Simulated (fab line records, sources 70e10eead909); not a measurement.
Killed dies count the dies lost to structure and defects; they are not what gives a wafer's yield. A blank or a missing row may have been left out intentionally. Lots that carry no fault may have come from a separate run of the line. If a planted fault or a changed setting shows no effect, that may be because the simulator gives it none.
fab line records -- flow nand-harc
record: lots: 13, wafers: 39, last-day: 25
route steps=1159 shown A_BONDPAD@1059 THIN_TSV@1148 END@1159
lots that met no fault: taken from a fault-free run of the same line
start-h: the number of hours between the record's first day and the start of the first shown wafer of the lot -- wait-h: how many hours have passed since the lot's step before this one -- " as in the row above -- L1.1+2: several wafers, shown together as one row -- - value missing, or start not given -- * or withheld: withheld -- < > ~ a bound
route shown NAME@n: NAME is a module with steps in the file, n the number in the route of the first one -- usual: the fault-free wafers' mean and standard deviation -- same: alike in all rows -- chamber/n: place in a boat -- sites: per-site readings -- _std_site: standard deviation of those values -- _edge_site: mean of outer sites minus mean of inner sites -- radius-mm: how far each site lies from the wafer's centre -- mask NAME#n: copy n -- behind: the most recent tool/chamber to have shaped the wafer -- hold: cause of the lot's hold/its duration in hours/its outcome -- device: the n, p or np transistor that did not switch -- end of line: at the end of the route, the tests of the same wafers -- for a step that has no rows: nothing shown but its recipe -- killed: count of dies lost to structure and defects at first sort (not the wafer's yield) -- map: dies across one wafer; x = killed, . = not, _ = none there
set.NAME: the setting as run; set.NAME@STEP: as run at that earlier step -- model.NAME: the simulator's own value behind a step, which no gauge read
a sample of lots followed through the steps of the route, with each step as a table and each wafer as a row
services: when a tool's chamber went out of use (start-h, in hours from the record's first day, below 0 if earlier), for how many hours, and the reason
== steps ==
step: NHARC_A_BONDPAD_DEP_00
recipe: target-thk-a: 2500, temp-c: 370, target-thk-nm: 250, pressure-torr: 3, flow-sccm: 200, rf-w: 450, material: SiCN
usual: heater-power-w: 564/120, rf-fwd-power-W: 449.2/1.3
lot.wafer,tool,chamber,start-h,wait-h,heater-power-w,rf-fwd-power-W
L764.2,pecvd-03,0,411.29,-,797,447.4
L764.3,pecvd-03,1,411.29,-,420,446.4
L764.6,pecvd-03,1,411.29,-,434,450.3
L763.3,pecvd-02,0,-,-,656,451.0
L763.1,pecvd-02,1,-,-,545,449.4
L763.6,pecvd-02,1,-,-,574,447.6
L768.1,pecvd-03,0,421.44,-,826,447.9
L768.6,pecvd-03,1,421.44,-,505,449.8
L768.4,pecvd-03,2,421.44,-,549,451.0
L767.1,pecvd-03,0,422.01,-,743,449.7
L767.4,pecvd-03,2,422.01,-,518,448.3
L767.6,pecvd-03,0,422.01,-,731,450.4
L770.1,pecvd-03,0,448.83,-,735,447.3
L770.3,pecvd-03,1,448.83,-,437,449.1
L770.4,pecvd-03,1,448.83,-,459,450.7
L769.2,pecvd-04,1,449.74,-,696,446.9
L769.4,pecvd-04,0,449.74,-,468,449.1
L769.6,pecvd-04,1,449.74,-,699,448.4
L774.3,pecvd-03,1,460.99,-,483,447.7
L774.4,pecvd-03,0,460.99,-,716,449.7
L774.5,pecvd-03,2,460.99,-,466,450.0
L773.3,pecvd-03,0,472.67,-,757,449.3
L773.5,pecvd-03,0,472.67,-,756,449.5
L773.6,pecvd-03,1,472.67,-,440,451.7
L771.2,pecvd-04,1,-,-,659,448.9
L771.1,pecvd-04,0,-,-,446,449.3
L771.4,pecvd-04,2,-,-,441,446.6
L772.1,pecvd-04,0,483.31,-,430,449.6
L772.3,pecvd-04,1,483.31,-,833,450.4
L772.6,pecvd-04,1,483.31,-,656,448.3
L775.1,pecvd-04,2,-,-,470,446.4
L775.6,pecvd-04,0,-,-,460,449.6
L775.4,pecvd-04,1,-,-,751,450.2
L782.3,pecvd-03,2,522.47,-,559,448.7
L782.2,pecvd-03,0,522.47,-,652,448.7
L782.1,pecvd-03,1,522.47,-,514,448.6
L786.3,pecvd-04,1,-,-,793,449.7
L786.1,pecvd-04,2,-,-,455,451.5
L786.6,pecvd-04,1,-,-,819,449.9
step: NHARC_A_BONDPAD_THK_MEAS_30
recipe: thk-meas-gauge: ellipsometry
usual: thk-nm: 200.3/1.6
lot.wafer,tool,chamber,start-h,wait-h,thk-nm
L764.2,film-metro-01,-,411.94,0.2,202.5
L764.3,film-metro-01,-,411.94,0.2,199.4
L764.6,film-metro-01,-,411.94,0.2,203.3
L763.1,film-metro-02,-,412.46,0.2,197.6
L763.3,film-metro-02,-,412.46,0.2,198.9
L763.6,film-metro-02,-,412.46,0.2,200.4
L768.1,film-metro-02,-,422.01,0.2,200.3
L768.4,film-metro-02,-,422.01,0.2,200.4
L768.6,film-metro-02,-,422.01,0.2,199.6
L767.1,film-metro-01,-,422.63,0.2,199.2
L767.4,film-metro-01,-,422.63,0.2,199.9
L767.6,film-metro-01,-,422.63,0.2,203.2
L770.1,film-metro-01,-,449.44,0.2,198.0
L770.3,film-metro-01,-,449.44,0.2,199.4
L770.4,film-metro-01,-,449.44,0.2,200.0
L769.2,film-metro-02,-,450.31,0.2,199.1
L769.4,film-metro-02,-,450.31,0.2,199.8
L769.6,film-metro-02,-,450.31,0.2,200.4
L774.3,film-metro-01,-,461.61,0.2,198.1
L774.4,film-metro-01,-,461.61,0.2,201.9
L774.5,film-metro-01,-,461.61,0.2,202.3
L773.3,film-metro-01,-,473.29,0.2,201.8
L773.5,film-metro-01,-,473.29,0.2,204.2
L773.6,film-metro-01,-,473.29,0.2,200.4
L771.1,film-metro-01,-,473.58,0.2,198.9
L771.2,film-metro-01,-,473.58,0.2,200.4
L771.4,film-metro-01,-,473.58,0.2,200.4
L772.1,film-metro-02,-,483.97,0.2,200.3
L772.3,film-metro-02,-,483.97,0.2,199.7
L772.6,film-metro-02,-,483.97,0.2,197.5
L775.1,film-metro-01,-,504.37,0.1,203.0
L775.4,film-metro-01,-,504.37,0.1,198.7
L775.6,film-metro-01,-,504.37,0.1,200.3
L782.1,film-metro-01,-,523.13,0.2,199.6
L782.2,film-metro-01,-,523.13,0.2,199.7
L782.3,film-metro-01,-,523.13,0.2,200.9
L786.1,film-metro-02,-,550.09,0.2,197.8
L786.3,film-metro-02,-,550.09,0.2,201.1
L786.6,film-metro-02,-,550.09,0.2,197.5
step: NHARC_A_BONDPAD_PVD_27
recipe: target-thk-a: 300, chamber-pressure-pa: 5, power-w: 5000, substrate-temp-c: 30, time-s: 20.49, material: Cu
usual: throttle-valve-pct: 29.9/0.98
lot.wafer,tool,chamber,start-h,wait-h,throttle-valve-pct
L764.2,pvd-sputter-02,-,413.93,-,28.9
L764.3,pvd-sputter-02,-,413.93,-,30.1
L764.6,pvd-sputter-02,-,413.93,-,31.3
L763.3,pvd-sputter-01,-,414.47,-,30.2
L763.1,pvd-sputter-01,-,414.47,-,29.9
L763.6,pvd-sputter-01,-,414.47,-,30.0
L768.4,pvd-sputter-03,-,423.86,-,27.7
L768.1,pvd-sputter-03,-,423.86,-,29.8
L768.6,pvd-sputter-03,-,423.86,-,29.8
L767.4,pvd-sputter-02,-,424.58,-,31.5
L767.1,pvd-sputter-02,-,424.58,-,31.2
L767.6,pvd-sputter-02,-,424.58,-,28.9
L770.1,pvd-sputter-03,-,451.44,-,30.3
L770.4,pvd-sputter-03,-,451.44,-,29.8
L770.3,pvd-sputter-03,-,451.44,-,27.4
L769.4,pvd-sputter-02,-,452.36,-,30.3
L769.2,pvd-sputter-02,-,452.36,-,28.9
L769.6,pvd-sputter-02,-,452.36,-,30.5
L774.4,pvd-sputter-03,-,463.58,-,27.7
L774.3,pvd-sputter-03,-,463.58,-,29.7
L774.5,pvd-sputter-03,-,463.58,-,29.8
L771.1,pvd-sputter-02,-,476.44,-,31.3
L771.4,pvd-sputter-02,-,476.44,-,29.0
L771.2,pvd-sputter-02,-,476.44,-,31.9
L773.3,pvd-sputter-03,-,476.46,-,27.6
L773.6,pvd-sputter-03,-,476.46,-,29.7
L773.5,pvd-sputter-03,-,476.46,-,29.5
L772.3,pvd-sputter-03,-,486.01,-,27.8
L772.1,pvd-sputter-03,-,486.01,-,29.9
L772.6,pvd-sputter-03,-,486.01,-,30.1
L775.4,pvd-sputter-03,-,508.39,-,29.6
L775.1,pvd-sputter-03,-,508.39,-,30.0
L775.6,pvd-sputter-03,-,508.39,-,29.4
L782.3,pvd-sputter-03,-,525.22,-,29.3
L782.1,pvd-sputter-03,-,525.22,-,29.5
L782.2,pvd-sputter-03,-,525.22,-,30.2
L786.1,pvd-sputter-02,-,552.03,-,30.4
L786.3,pvd-sputter-02,-,552.03,-,29.1
L786.6,pvd-sputter-02,-,552.03,-,30.4
step: NHARC_THIN_TSV_CD_MEAS_33
recipe: target-cd-nm: 5000, landing-energy-ev: 500
usual: cd-nm: 4999.9/1.9
lot.wafer,tool,chamber,start-h,wait-h,cd-nm
L764.2,cd-sem-01,0,501.99,-,5002.2
L764.3,cd-sem-01,0,501.99,-,5002.4
L764.6,cd-sem-01,0,501.99,-,5001.0
L763.1,cd-sem-03,0,503.66,-,4999.0
L763.3,cd-sem-03,0,503.66,-,4998.8
L763.6,cd-sem-03,0,503.66,-,5001.4
L768.1,cd-sem-01,0,508.91,-,4997.3
L768.4,cd-sem-01,0,508.91,-,4997.8
L768.6,cd-sem-01,0,508.91,-,5001.1
L767.1,cd-sem-02,0,510.44,-,5000.1
L767.4,cd-sem-02,0,510.44,-,4999.7
L767.6,cd-sem-02,0,510.44,-,4997.5
L770.1,cd-sem-01,0,511.26,-,5001.7
L770.3,cd-sem-01,0,511.26,-,5000.5
L770.4,cd-sem-01,0,511.26,-,4999.4
L774.3,cd-sem-03,0,512.35,-,5001.5
L774.4,cd-sem-03,0,512.35,-,5002.8
L774.5,cd-sem-03,0,512.35,-,5004.9
L769.2,cd-sem-02,0,512.73,-,4999.6
L769.4,cd-sem-02,0,512.73,-,4999.6
L769.6,cd-sem-02,0,512.73,-,4998.4
L773.3,cd-sem-03,0,512.90,-,5001.6
L773.5,cd-sem-03,0,512.90,-,4998.8
L773.6,cd-sem-03,0,512.90,-,5001.7
L771.1,cd-sem-01,0,513.55,-,5001.7
L771.2,cd-sem-01,0,513.55,-,5001.5
L771.4,cd-sem-01,0,513.55,-,5003.2
L772.1,cd-sem-02,0,514.11,-,4999.2
L772.3,cd-sem-02,0,514.11,-,4997.9
L772.6,cd-sem-02,0,514.11,-,5002.5
L775.1,cd-sem-02,0,529.64,-,5001.2
L775.4,cd-sem-02,0,529.64,-,5001.2
L775.6,cd-sem-02,0,529.64,-,4999.0
L782.2,cd-sem-03,0,547.69,-,5000.3
L782.3,cd-sem-03,0,547.69,-,5000.8
L786.1,cd-sem-03,0,571.95,-,4999.1
L786.3,cd-sem-03,0,571.95,-,5000.2
L786.6,cd-sem-03,0,571.95,-,5000.3
step: NHARC_END_SORT_01
recipe: temp-c: 25
usual: defect-limited-yield: 95.6/1.6, killed-at-array: 26/11, killed-at-other: 0.4/0.78, killed-at-periphery: 3.4/2.4, killed-dies: 29/11, killed-open: 3.1/1.9, killed-short: 1.9/1.4, sort_bin_2_pct: 1.3/0.63, sort_bin_3_pct: 0.20/0.18, sort_bin_4_pct: 2.8/1.1, sort-n-pass: 648/11, sort-rim-yield-pct: 95/3.4, sort-yield-pct: 95.6/1.6
same: gross-dies: 677, sort_bin_5_pct[%]: 0, sort_bin_6_pct[%]: 0, sort_bin_7_pct[%]: 0, sort_bin_8_pct[%]: 0, sort-rim-n-gross: 106.00
lot.wafer,tool,chamber,start-h,wait-h,defect-limited-yield[%],killed-at-array,killed-at-other,killed-at-periphery,killed-dies,killed-open,killed-short,sort_bin_2_pct[%],sort_bin_3_pct[%],sort_bin_4_pct[%],sort-n-pass,sort-rim-yield-pct[%],sort-yield-pct[%]
L782.1,prober-02,0,594.96,6.1,0.3,670,0,5,675,3,2,95.9,0.44,3.4,2,0,0.3
L782.2,prober-02,0,595.75,6.4,91.6,53,0,4,57,5,0,3.2,0.15,5.0,620,95,91.6
L782.3,prober-02,0,596.55,6.8,92.6,49,0,1,50,2,3,1.6,0,5.8,627,90,92.6
killed by level:class
L782.1 A_BONDPAD:area-pvd=642 A_CHANNEL_HOLE_D1:chamber-film-flake=15 A_SLIT:chamber-film-flake=4 A_CONTACT:chamber-film-flake=3 P_GATE:chamber-film-flake=2 P_M2:chamber-film-flake=2 P_M0:geometric-particle:short=1 A_CHANNEL_FILL_D1:geometric-particle:open=1
L782.2 A_SLIT:chamber-film-flake=24 A_CHANNEL_HOLE_D1:chamber-film-flake=14 A_CONTACT:chamber-film-flake=4 A_STAIRCASE:chamber-film-flake=3 A_CONTACT:geometric-particle:open=2 A_WL_FILL:chamber-film-flake=2 A_M0:chamber-film-flake=2 P_GATE:geometric-particle:open=1
L782.3 A_SLIT:chamber-film-flake=18 A_CHANNEL_HOLE_D1:chamber-film-flake=15 A_STAIRCASE:chamber-film-flake=4 A_WL_FILL:chamber-film-flake=4 A_CONTACT:chamber-film-flake=2 P_M0:geometric-particle:short=1 A_CHANNEL_FILL_D1:geometric-particle:short=1 A_WL_FILL:geometric-particle:short=1
== services ==
tool,chamber,start-h,hours,kind
pecvd-04,0,389.00,-,clean
pecvd-04,1,389.00,-,clean
pecvd-04,2,389.00,-,clean
pvd-sputter-02,-,392.00,10.0,pm
pvd-sputter-01,-,408.67,0.8,repair
pvd-sputter-01,-,432.53,90.5,repair
pecvd-03,-,473.18,13.0,pm
pecvd-03,0,473.18,13.0,vent-cycle
pecvd-03,1,473.18,13.0,vent-cycle
pecvd-03,2,473.18,13.0,vent-cycle
pecvd-03,0,486.18,-,clean
pecvd-03,1,486.18,-,clean
pecvd-03,2,486.18,-,clean
pvd-sputter-03,-,496.82,10.0,pm
pecvd-03,-,510.36,1.3,repair
pecvd-02,-,515.28,13.0,pm
pecvd-02,0,515.28,13.0,vent-cycle
pecvd-02,1,515.28,13.0,vent-cycle
pecvd-02,2,515.28,13.0,vent-cycle
pvd-sputter-02,-,522.09,1.1,repair
pvd-sputter-01,-,523.04,10.0,pm
pecvd-03,0,523.88,7.3,repair
pecvd-02,0,528.28,-,clean
pecvd-02,1,528.28,-,clean
== key ==
first-sign: step: NHARC_END_SORT_01, reading: sort_bin_2_pct, direction: up, sigmas: 99+, usual: 1.3, struck: 95.9
effect: step: NHARC_END_SORT_01, reading: killed-at-array, direction: up, sigmas: 61, usual: 26, struck: 670
more-kills-born-at: NHARC_A_BONDPAD_PVD_27@pvd-sputter-03: 642
met-at NHARC_A_BONDPAD_PVD_27
struck-lots L782
struck-wafers L782.1
later-rows-left-out L782.1
not-acting-at NHARC_A_BONDPAD_DEP_00,NHARC_A_BONDPAD_THK_MEAS_30,NHARC_THIN_TSV_CD_MEAS_33
onset-between 508.39 525.22
fault: kind: process-parameter-drift, tool: pvd-sputter-03, chamber: -, onset-h: 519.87, steps: NHARC_A_BONDPAD_PVD_27, channel: target-thk-a, offset: *, shape: step, end-h: 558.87, acts-in: *, stated: *, scope: struck-wafers-only
later-rows-left-out: the simulator's readings of these wafers behind a module that went badly wrong aren't trusted and aren't shown, but for the sort
